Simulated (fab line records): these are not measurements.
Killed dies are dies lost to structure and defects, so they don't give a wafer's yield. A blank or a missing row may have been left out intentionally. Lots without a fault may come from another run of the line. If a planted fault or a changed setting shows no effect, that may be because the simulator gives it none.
Matching of chambers + flow n5Finfet + N5_BEOL_M11_DESCUM_33 on rieDiel-04: 4 sister chambers
The step chemistry O2, time 7.9 s. 18 wafers are shown with their chamber, then 9 later ones without.

== WAFERS, EACH WITH ITS CHAMBER ==
| wafer  | chamber | drypumpMotorCurrentA (A) | showerheadPlenumPTorr (Torr) | oesProductAu (a.u.) |
|--------|---------|--------------------------|------------------------------|---------------------|
| L075.3 | 1       | 6.5                      | 2.12                         | 0.77                |
| L075.4 | 0       | 5.5                      | 2.07                         | 0.94                |
| L075.6 | 2       | 6.1                      | 2.15                         | 0.69                |
| L079.3 | 0       | 5.6                      | 2.07                         | 0.91                |
| L079.4 | 1       | 6.5                      | 2.12                         | 0.75                |
| L079.6 | 3       | 5.3                      | 2.15                         | 0.69                |
| L084.1 | 1       | 6.5                      | 2.11                         | 0.74                |
| L084.3 | 3       | 5.3                      | 2.15                         | 0.69                |
| L084.4 | 3       | 5.3                      | 2.15                         | 0.68                |
| L088.2 | 1       | 6.5                      | 2.11                         | 0.74                |
| L088.3 | 0       | 5.6                      | 2.06                         | 0.88                |
| L088.5 | 1       | 6.5                      | 2.11                         | 0.75                |
| L089.2 | 2       | 6.1                      | 2.15                         | 0.94                |
| L089.4 | 0       | 5.6                      | 2.06                         | 0.88                |
| L089.6 | 2       | 6.1                      | 2.15                         | 0.94                |
| L091.2 | 2       | 6.1                      | 2.15                         | 0.94                |
| L091.4 | 1       | 6.5                      | 2.11                         | 0.76                |
| L091.6 | 2       | 6.1                      | 2.15                         | 0.93                |

SIGNATURES (means of the wafers above)
| reading               | chamber 0 | chamber 1 | chamber 2 | chamber 3 | scatter within a chamber |
|-----------------------|-----------|-----------|-----------|-----------|--------------------------|
| drypumpMotorCurrentA  | 5.575     | 6.500     | 6.100     | 5.300     | 0.0231                   |
| showerheadPlenumPTorr | 2.0650    | 2.1133    | 2.1500    | 2.1500    | 0.00408                  |
| oesProductAu          | 0.9025    | 0.7517    | 0.8880    | 0.6867    | 0.0611                   |
Rule: for each reading, subtract the chamber's mean from the wafer's reading, divide by that reading's scatter and square the result; add these up over the readings and take the root, which gives the wafer's distance from the chamber. If the next closest chamber is less than 2 further off than the closest, the wafer can't be placed; otherwise it belongs to the closest. The scatter: the root of (the sum of the squares of (reading less its chamber's mean) over the shown wafers, divided by (wafers less chambers)).

== WAFERS WITHOUT THEIR CHAMBER ==
| wafer  | drypumpMotorCurrentA (A) | showerheadPlenumPTorr (Torr) | oesProductAu (a.u.) |
|--------|--------------------------|------------------------------|---------------------|
| L094.4 | 6.5                      | 2.10                         | 0.73                |
| L094.5 | 6.1                      | 2.14                         | 0.91                |
| L094.6 | 5.6                      | 2.06                         | 0.85                |
| L097.1 | 6.1                      | 2.14                         | 0.88                |
| L097.4 | 6.5                      | 2.10                         | 0.73                |
| L097.5 | 6.1                      | 2.14                         | 0.88                |
| L096.1 | 5.6                      | 2.06                         | 0.85                |
| L096.2 | 6.2                      | 2.14                         | 0.88                |
| L096.3 | 5.3                      | 2.15                         | 0.94                |

== CHAMBER TAKEN BY EACH ==
| wafer  | from the rows above | in truth |
|--------|---------------------|----------|
| L094.4 | 1                   | 1        |
| L094.5 | 2                   | 2        |
| L094.6 | 0                   | 0        |
| L097.1 | 2                   | 2        |
| L097.4 | 1                   | 1        |
| L097.5 | 2                   | 2        |
| L096.1 | 0                   | 0        |
| L096.2 | 2                   | 2        |
| L096.3 | 3                   | 3        |
Correctly placed: 9 of 9. Not placeable from these rows: 0. Wrongly placed: 0.
